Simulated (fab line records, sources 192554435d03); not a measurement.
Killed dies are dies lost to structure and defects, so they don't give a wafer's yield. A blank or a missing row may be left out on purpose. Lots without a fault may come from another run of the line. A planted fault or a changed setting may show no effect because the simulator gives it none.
A struck lot beside a sound one | flow n5_finfet | 38 steps out of a route of 1938
Sound: wafers L833.2, L833.3, L833.6. Struck: wafer L842.3. (L842.5 of the same lot was not struck and is left out.) The cause comes at the end.
At each step with rows: each side's tool, then ch and its chambers, then its first start. Under that, the readings that differ: sound wafers | struck wafers | difference of the means | sigmas: that difference in standard deviations of wafers without a fault.
alike: readings whose means differ by less than 2 such deviations, and words and numbers that are the same on both sides. not compared: withheld readings, readings that some wafer has no value for, bounds like >300 that may hide the same value, and numbers for which the record gives no deviation and whose values overlap.
The two part at a step that has a row with sigmas, a row that says differs or no value, or rows on one side only. Numbers that don't overlap but have no deviation are shown without sigmas and don't part them. A reading that every wafer of one side lacks parts them only if that side has two wafers or more.

first, 9 steps without rows for these wafers: N5_BEOL_M9_DESCUM_33 (chemistry O2, time 7 s); N5_BEOL_M9_ETCH_76 (etches underlayer in N2/H2, target depth 6.5 nm, time 5.2 s); N5_BEOL_M9_ETCH_65 (etches SiARC in CF4, target depth 15.6 nm, time 26 s); N5_BEOL_M9_ETCH_66 (etches SOC in N2/H2, target depth 80 nm, overetch 16 nm, time 120 s); N5_BEOL_M9_STRIP_69 (strips in N2/H2); N5_BEOL_M9_STRIP_77 (strips in N2/H2); N5_BEOL_M9_VIA_ETCH_34 (etches SiCOH lowk in C4F6/O2, target depth 182.4 nm, time 68.4 s); N5_BEOL_M9_STRIP_73 (strips in C4F6/O2); N5_BEOL_M9_STRIP_36 (strips in N2/H2).
N5_BEOL_M9_TRENCH_ETCH_37: etches SiCOH lowk in C4F6/O2, target depth 151.43 nm, time 49 s.
  sound on rie_diel-01 ch 0,2, day 10 11:38; struck on rie_diel-01 ch 1, day 13 03:49
  reading                                    | sound             | struck | difference | sigmas
  C4F6_flow_sccm (sccm)                      | 9.984 9.999 9.963 | 10.066 | +0.084     | +3
  oes_product_au (a.u.)                      | 0.83 0.82 0.82    | 0.66   | -0.16      | -3
  model.BEOL_M9.feature_depth_nm (nm)        | 152 153.2 153.8   | 120.8  | -32.2      |
  model.etch.depth_nm (nm)                   | 151.9 153.2 153.8 | 120.7  | -32.3      |
  model.TiN_of_BEOL_M9_HM_DEP_02.thk_nm (nm) | 15.6 15.6 15.6    | 16.4   | +0.8       |
  alike: bias_w, drypump_motor_current_A, rf_vpp_V, showerhead_plenum_p_Torr, throttle_valve_pct
  not compared: rf_hours_counter_h
then, 2 steps without rows for these wafers: N5_BEOL_M9_ETCH_41 (etches SiCN in CH3F/O2, target depth 36.6 nm, time 70.1 s); N5_BEOL_M9_STRIP_80 (strips in N2/H2, time 10 s).
N5_BEOL_M9_OCD_MEAS_38:
  sound on ocd-02, day 10 11:49; struck on ocd-02, day 13 03:59
  reading              | sound             | struck | difference | sigmas
  trench_depth_nm (nm) | 151.6 153.3 154.2 | 120.9  | -32.1      | -15
then, 13 steps without rows for these wafers: N5_BEOL_M9_HM_STRIP_39 (strips TiN in peroxide tin strip, target depth 25 nm, time 158 s); N5_BEOL_M9_SRD_40 (time 30 s); N5_BEOL_M9_PRECLEAN_42 (cleans in residue remover, time 60 s); N5_BEOL_M9_SRD_43 (time 30 s); N5_BEOL_M9_CURE_72 (cures SiCOH lowk, time 120 s); N5_BEOL_M9_DEGAS_44 (time 60 s); N5_BEOL_M9_PRE_CLEAN_45 (time 30 s); N5_BEOL_M9_ALD_74 (deposits TaN, target thk 2 nm, pulse time 2 s, purge time 3 s); N5_BEOL_M9_SURFACE_TREAT_79; N5_BEOL_M9_CVD_78 (deposits Co from CCTBA/H2, target thk 2 nm, time 138.9 s); N5_BEOL_M9_SPUTTER_48 (material Cu, target thk 12 nm, time 2 s); N5_BEOL_M9_ECD_50 (material Cu, target thk 318 nm); N5_BEOL_M9_ANNEAL_51 (time 90 s).
N5_BEOL_M9_CMP_52: polishes, stops on SiCOH lowk, t overpolish 7 s, target thk 140 nm.
  sound on cmp-04 ch 0,1,3, day 10 13:53; struck on cmp-02 ch 2, day 13 07:25
  reading                                | sound             | struck | difference | sigmas
  model.Cu_of_BEOL_M9_ECD_50.thk_nm (nm) | 139.4 142.8 141.6 | 109.2  | -32.1      |
  alike: motor_current_A, platen_rpm
N5_BEOL_M9_THK_MEAS_53: measures by xrf.
  sound on film_metro-02, day 10 14:06; struck on film_metro-02, day 13 07:40
  reading     | sound             | struck | difference | sigmas
  M9_THK (nm) | 140.6 144.7 144.2 | 109.7  | -33.5      | -13
then, 2 steps without rows for these wafers: N5_BEOL_M9_PRE_CLEAN_55 (time 15 s); N5_BEOL_M9_DEP_56 (deposits SiCN from 3MS/NH3, target thk 15 nm, time 26.5 s).
N5_BEOL_M9_RS_MEAS_57: measures by four-point-probe.
  sound on film_metro-01, day 10 14:14; struck on film_metro-01, day 13 07:49
  reading        | sound                | struck | difference | sigmas
  M9_RS (ohm/sq) | 0.1518 0.1478 0.1493 | 0.1988 | +0.0492    | +18
then, 5 steps without rows for these wafers: N5_BEOL_M10_ILD_DEP_00 (deposits SiCOH lowk from DEMS/porogen, target thk 308.51 nm, time 58 s); N5_BEOL_M10_CURE_71 (cures SiCOH lowk, time 240 s); N5_BEOL_M10_PECVD_70 (deposits SiO2 from TEOS/O2, target thk 20 nm, time 22.7 s); N5_BEOL_M10_HM_DEP_02 (deposits TiN, target thk 20 nm); N5_BEOL_M10_COAT_59 (time 60 s, resist thk 100 nm).
N5_BEOL_M15_RC_MEAS_101:
  sound on prober-01 ch 0, day 12 04:48; struck on prober-02 ch 0, day 15 05:43
  reading                   | sound                 | struck  | difference | sigmas
  COMB_M15 (S/m)            | 2.8e-12 3e-12 3.4e-12 | 1.6e-12 | -1.5e-12   | -3
  SERP_M6 (ohm/um)          | 13.2 13.2 12.9        | 14.4    | +1.3       | +3
  SERP_M9 (ohm/um)          | 3.02 2.97 2.98        | 4.07    | +1.08      | +16
  SERP_M9_max_site (ohm/um) | 3.10 3.07 3.06        | 4.20    | +1.12      | +14
  alike: COMB_M10, COMB_M11, COMB_M12, COMB_M13, COMB_M14, COMB_M5, COMB_M6, COMB_M7, COMB_M8, SERP_M10, SERP_M11, SERP_M12, SERP_M13, SERP_M13_max_site, SERP_M14, SERP_M5, SERP_M6_max_site, SERP_M7, SERP_M8
N5_PASSIVATION_PROBE_49:
  the record has rows for the struck wafers here (prober-02, day 15 20:15) and none for the sound ones

WHERE THEY PART
First at N5_BEOL_M9_TRENCH_ETCH_37; last, within this record, at N5_PASSIVATION_PROBE_49.

WHY: what the simulator had put in
Process parameter drift: rie_diel-01, from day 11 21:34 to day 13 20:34, at N5_BEOL_M9_TRENCH_ETCH_37. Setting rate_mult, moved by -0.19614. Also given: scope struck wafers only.
